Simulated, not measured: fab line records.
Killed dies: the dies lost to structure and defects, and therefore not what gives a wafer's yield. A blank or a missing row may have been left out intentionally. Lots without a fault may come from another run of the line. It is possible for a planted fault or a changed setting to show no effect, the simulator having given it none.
Which of the tools did it? + flow n5-finfet + 33 wafers from 11 lots sampled at 4 of the route's 1938 steps

== WHAT THE GAUGES SHOWED, per wafer ==
N5_PASSIVATION_OVL_MEAS_63.
| lot  | measured     | on         | PAD_OVL (nm) |
|------|--------------|------------|--------------|
| L337 | day 14 19:45 | overlay-01 | 2 -1 -4      |
| L338 | day 14 18:25 | overlay-01 | 2 4 2        |
| L340 | day 15 18:17 | overlay-01 | -9 -13 1     |
| L343 | day 15 22:21 | overlay-01 | -9 -9 -1     |
| L344 | day 16 04:31 | overlay-01 | -1 0 2       |
| L342 | day 16 22:31 | overlay-01 | 0 -5 -2      |
| L341 | day 17 02:09 | overlay-01 | 0 -3 4       |
| L348 | day 17 09:11 | overlay-01 | -11 -8 -3    |
| L352 | day 18 08:41 | overlay-01 | -17 -14 -11  |
| L360 | day 20 15:49 | overlay-02 | 4 3 -4       |
| L359 | day 20 16:19 | overlay-02 | 4 -11 -4     |

N5_PASSIVATION_OVL_MEAS_66.
| lot  | measured     | on         | PASS_OPEN_OVL (nm) |
|------|--------------|------------|--------------------|
| L337 | day 14 21:50 | overlay-01 | 2 3 0              |
| L338 | day 14 20:24 | overlay-01 | -2 -6 0            |
| L340 | day 15 20:01 | overlay-01 | 1 -3 5             |
| L343 | day 16 00:19 | overlay-01 | 7 -3 6             |
| L344 | day 16 06:25 | overlay-01 | -9 -12 -3          |
| L342 | day 17 00:16 | overlay-01 | 2 8 -1             |
| L341 | day 17 04:03 | overlay-01 | 3 2 0              |
| L348 | day 17 11:05 | overlay-01 | 4 -2 3             |
| L352 | day 18 11:02 | overlay-01 | -7 -12 0           |
| L360 | day 20 18:02 | overlay-02 | -4 3 -1            |
| L359 | day 20 18:13 | overlay-01 | -4 2 -3            |

== EACH LOT AND THE TOOL THAT RAN IT (in order: tool; ch and the chambers of the sampled wafers; start) ==
| lot  | N5_BEOL_M4_ETCH_69                 | N5_PASSIVATION_PRE_CLEAN_19  |
|------|------------------------------------|------------------------------|
| L337 | rie-diel-01 ch 0,2,3, day 9 01:22  | pvd-sputter-03, day 14 18:59 |
| L338 | rie-diel-01 ch 0,3, day 9 05:35    | pvd-sputter-02, day 14 17:46 |
| L340 | rie-diel-04 ch 2,3, day 10 03:01   | pvd-sputter-03, day 15 17:31 |
| L343 | rie-diel-05 ch 1,2,3, day 10 15:52 | pvd-sputter-01, day 15 21:35 |
| L344 | rie-diel-04 ch 0,1,3, day 10 16:36 | pvd-sputter-03, day 16 03:52 |
| L342 | rie-diel-04 ch 0,1,3, day 10 17:02 | pvd-sputter-02, day 16 21:52 |
| L341 | rie-diel-05 ch 0,1, day 11 00:31   | pvd-sputter-03, day 17 01:30 |
| L348 | rie-diel-05 ch 0,2,3, day 11 18:15 | pvd-sputter-03, day 17 08:25 |
| L352 | rie-diel-04 ch 2,3, day 12 05:55   | pvd-sputter-03, day 18 08:02 |
| L360 | rie-diel-04 ch 0,1,2, day 15 01:49 | pvd-sputter-03, day 20 15:09 |
| L359 | rie-diel-04 ch 0,1,2, day 15 13:41 | pvd-sputter-01, day 20 15:40 |
- N5_BEOL_M4_ETCH_69: etches SiARC in CF4, target depth 15.6 nm, time 26 s.
- N5_PASSIVATION_PRE_CLEAN_19

== WHAT THE TOOLS THEMSELVES READ (means of the sampled wafers that have a number; where no wafer has one, the mark that the record gives instead) ==
N5_BEOL_M4_ETCH_69.
| lot  | tool        | chamber-pressure-mTorr (mTorr) | drypump-motor-current-A (A) | etch-rf-on-time-s (s) | oes-product-au (a.u.) | rf-vpp-V (V) | showerhead-plenum-p-Torr (Torr) | throttle-valve-pct (%) |
|------|-------------|--------------------------------|-----------------------------|-----------------------|-----------------------|--------------|---------------------------------|------------------------|
| L337 | rie-diel-01 | 40.03                          | 5.4                         | 26.2                  | 0.64                  | 184.1        | 2.09                            | 15.51                  |
| L338 | rie-diel-01 | 40.03                          | 5.6                         | 26.3                  | 0.64                  | 184.0        | 2.12                            | 15.55                  |
| L340 | rie-diel-04 | 40.00                          | 5.4                         | 27.1                  | 0.61                  | 184.4        | 2.16                            | 15.32                  |
| L343 | rie-diel-05 | 40.00                          | 5.6                         | 26.1                  | 0.72                  | 183.7        | 2.12                            | 15.34                  |
| L344 | rie-diel-04 | 40.01                          | 6.2                         | 25.7                  | 0.64                  | 183.4        | 2.16                            | 15.58                  |
| L342 | rie-diel-04 | 39.97                          | 6.3                         | 26.0                  | 0.63                  | 184.0        | 2.16                            | 15.58                  |
| L341 | rie-diel-05 | 40.03                          | 6.0                         | 27.0                  | 0.69                  | 183.0        | 2.13                            | 15.39                  |
| L348 | rie-diel-05 | 40.01                          | 5.3                         | 26.3                  | 0.68                  | 184.3        | 2.14                            | 15.46                  |
| L352 | rie-diel-04 | 39.99                          | 6.0                         | 26.7                  | 0.59                  | 184.9        | 2.17                            | 15.45                  |
| L360 | rie-diel-04 | 39.99                          | 5.7                         | 26.4                  | 0.68                  | 184.7        | 2.13                            | 15.42                  |
| L359 | rie-diel-04 | 40.00                          | 5.7                         | 26.6                  | 0.67                  | 184.2        | 2.13                            | 15.42                  |

N5_PASSIVATION_PRE_CLEAN_19.
| lot  | tool           | heater-power-w (W) |
|------|----------------|--------------------|
| L337 | pvd-sputter-03 | 416                |
| L338 | pvd-sputter-02 | 437                |
| L340 | pvd-sputter-03 | 439                |
| L343 | pvd-sputter-01 | 452                |
| L344 | pvd-sputter-03 | 439                |
| L342 | pvd-sputter-02 | 477                |
| L341 | pvd-sputter-03 | 429                |
| L348 | pvd-sputter-03 | 434                |
| L352 | pvd-sputter-03 | 438                |
| L360 | pvd-sputter-03 | 439                |
| L359 | pvd-sputter-01 | 459                |

== THE ANSWER, worked out from the rows above alone ==
Rule: the lots themselves supply what counts as usual. Put in order of their means at a reading, lots are off if they are a third of the lots or fewer, leave a main group of 4 or more, and stand apart from it by a gap of 3 or more times the standard deviation of the main group's means; of several such gaps the widest counts. A main group whose means are all the same, to the digits that the tables above print for the reading, isn't used. A lot without any number at a reading at which 4 lots or more have one is off too. The other lots that the step has rows for count as sound. The gauges are gone through in route order, then the tools' own readings, and for those a lot's mean is taken as printed above. At the first step where some lot is off, the reading lying furthest off is the one used; lots without a number count as furthest.
Nothing can be told from this: no lot is off at any reading shown.

== WHAT THE SIMULATOR HAD PUT IN ==
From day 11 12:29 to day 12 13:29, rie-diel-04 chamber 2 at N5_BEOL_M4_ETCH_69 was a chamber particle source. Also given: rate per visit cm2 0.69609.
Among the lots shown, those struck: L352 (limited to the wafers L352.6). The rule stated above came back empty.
